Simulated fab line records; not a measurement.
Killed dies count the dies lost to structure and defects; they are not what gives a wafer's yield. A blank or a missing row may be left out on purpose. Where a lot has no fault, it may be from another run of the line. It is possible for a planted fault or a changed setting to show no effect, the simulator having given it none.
Struck lot and sound lot, side by side || flow nandHarc || 15 steps out of a route of 1159
Sound: wafers L727.3, L727.4, L727.6. The struck wafers were L725.1, L725.2, L725.5. Last of all comes the cause.
Per side, at each step with rows, come the tool, then ch with its chambers, and then its first start. Under that, the readings that differ: sound wafers || struck wafers || difference of the means || sigmas: that difference in standard deviations of wafers without a fault.
alike: readings whose means differ by less than 2 such deviations, and words and numbers that are the same on both sides. not compared: withheld readings, readings that some wafer has no value for, bounds like >300 that may hide the same value, and numbers for which the record gives no deviation and whose values overlap.
The two part at a step that has a row with sigmas, a row that says differs or no value, or rows on one side only. Numbers that don't overlap but have no deviation are shown without sigmas and don't part them. A reading missing from all wafers of one side parts the sides only when that side holds two or more wafers.

NHARC_A_M0_CD_MEAS_09: the cd target is 80 nm.
  sound on cdSem-01 ch 0, day 22 18:32; struck on cdSem-01 ch 0, day 22 10:10
  alike: cdNm
NHARC_A_M0_OVL_MEAS_10: pitch 160 nm.
  sound on overlay-02, day 22 18:37; struck on overlay-01, day 22 10:15
{"reading": "overlayXNm (nm)", "sound": "0.0 0.3 0.1", "struck": "-1.4 -2.1 -2.3", "difference": -2.1, "sigmas": -3}
  alike: overlayYNm
NHARC_A_M0_INSPECT_11:
  sound on defectInspect-01, day 22 18:39; struck on defectInspect-01, day 22 10:17
  alike: rawDefectCount
NHARC_A_M0_DESCUM_14: chemistry O2, time 3 s.
  sound on rieDiel-10 ch 1,2, day 22 18:43; struck on rieDiel-12 ch 0,1,3, day 22 10:21
  alike: chamberPressureMTorr, drypumpMotorCurrentA, oesProductAu, rfVppV, showerheadPlenumPTorr, throttleValvePct
  not compared: rfHoursCounterH
NHARC_A_M0_ETCH_34: etches the open film in N2/H2, target depth 40 nm, overetch 12 nm, time 43.94 s.
  sound on rieDiel-10 ch 1,2,3, day 22 18:48; struck on rieDiel-12 ch 0,3, day 22 10:26
  alike: biasW, chamberPressureMTorr, drypumpMotorCurrentA, oesProductAu, rfVppV, showerheadPlenumPTorr, throttleValvePct
  not compared: rfHoursCounterH
NHARC_A_M0_ETCH_15: etches the open film in C4F8/Ar, target depth 150 nm, overetch 15 nm, time 82.5 s.
  sound on rieDiel-10 ch 0,1; struck on rieDiel-12 ch 1,3
{"reading": "oesProductAu (a.u.)", "sound": "0.985 1.006 0.999", "struck": "0.915 0.921 0.922", "difference": -0.077, "sigmas": -3}
  alike: biasW, chamberPressureMTorr, rfVppV
  not compared: rfHoursCounterH
NHARC_A_M0_CD_MEAS_16:
  sound on cdSem-01, day 22 19:01; struck on cdSem-02, day 22 10:39
{"reading": "cdNm (nm)", "sound": "81.2 79.0 80.0", "struck": "76.4 78.6 77.9", "difference": -2.4, "sigmas": -2}
then, 2 steps without rows for these wafers: NHARC_A_M0_STRIP_18 (strips in N2/H2); NHARC_A_M0_STRIP_19 (strips in post etch residue remover, time 600 s).
NHARC_A_M0_DEGAS_28: time 60 s.
  sound on pvdSputter-02, day 22 19:38; struck on pvdSputter-02, day 22 11:16
  alike: heaterPowerW
then, 1 step without rows for these wafers: NHARC_A_M0_PRE_CLEAN_29 (time 30 s).
NHARC_A_M0_PVD_20: deposits TaN, target thk 5 nm, time 8.06 s.
  sound on pvdSputter-02; struck on pvdSputter-02
  alike: biasV, cathodeDcPowerW, throttleValvePct
NHARC_A_M0_PVD_21: deposits Cu, target thk 30 nm, time 20.49 s.
  sound on pvdSputter-02, day 22 19:53; struck on pvdSputter-02, day 22 11:30
  no value came back on the struck wafers for cathodeDcPowerW (W), chamberPressurePa (Pa), throttleValvePct (%); on the sound wafers cathodeDcPowerW (W) reads 5000.2 4999.4 5000.3
then, 1 step without rows for these wafers: NHARC_A_M0_ECD_22 (material Cu, target thk 400 nm).
NHARC_END_SORT_01:
  sound on prober-01 ch 0, day 24 15:20; struck on prober-02 ch 0, day 24 03:37
{"reading": "hold", "sound": "- - -", "struck": "awaitDispo/4.9h/scrap awaitDispo/4.9h/scrap awaitDispo/4.9h/scrap", "difference": "no value on the sound wafers", "sigmas": ""}
{"reading": "defectLimitedYield (%)", "sound": "95.3 95.6 96.2", "struck": "0 0 0", "difference": -96, "sigmas": -64}
{"reading": "killedAtArray", "sound": "29 27 26", "struck": "677 676 671", "difference": "+647", "sigmas": "+65"}
{"reading": "killedDies", "sound": "32 30 26", "struck": "677 677 677", "difference": "+648", "sigmas": "+65"}
{"reading": "sort_bin_2_pct (%)", "sound": "1.0 1.0 1.5", "struck": "97.9 97.9 97.9", "difference": "+96.7", "sigmas": "+99 or more"}
{"reading": "sortNPass", "sound": "645 647 651", "struck": "0 0 0", "difference": -648, "sigmas": -65}
{"reading": "sortRimYieldPct (%)", "sound": "94.3 99.1 94.3", "struck": "0 0 0", "difference": -96, "sigmas": -50}
{"reading": "sortYieldPct (%)", "sound": "95.3 95.6 96.2", "struck": "0 0 0", "difference": -96, "sigmas": -64}
  alike: killedAtOther, killedAtPeriphery, killedOpen, killedShort, sort_bin_3_pct, sort_bin_4_pct

## WHERE THEY PART
Earliest at NHARC_A_M0_OVL_MEAS_10; latest, in this record, at NHARC_END_SORT_01.

WHY: what had been put in by the simulator
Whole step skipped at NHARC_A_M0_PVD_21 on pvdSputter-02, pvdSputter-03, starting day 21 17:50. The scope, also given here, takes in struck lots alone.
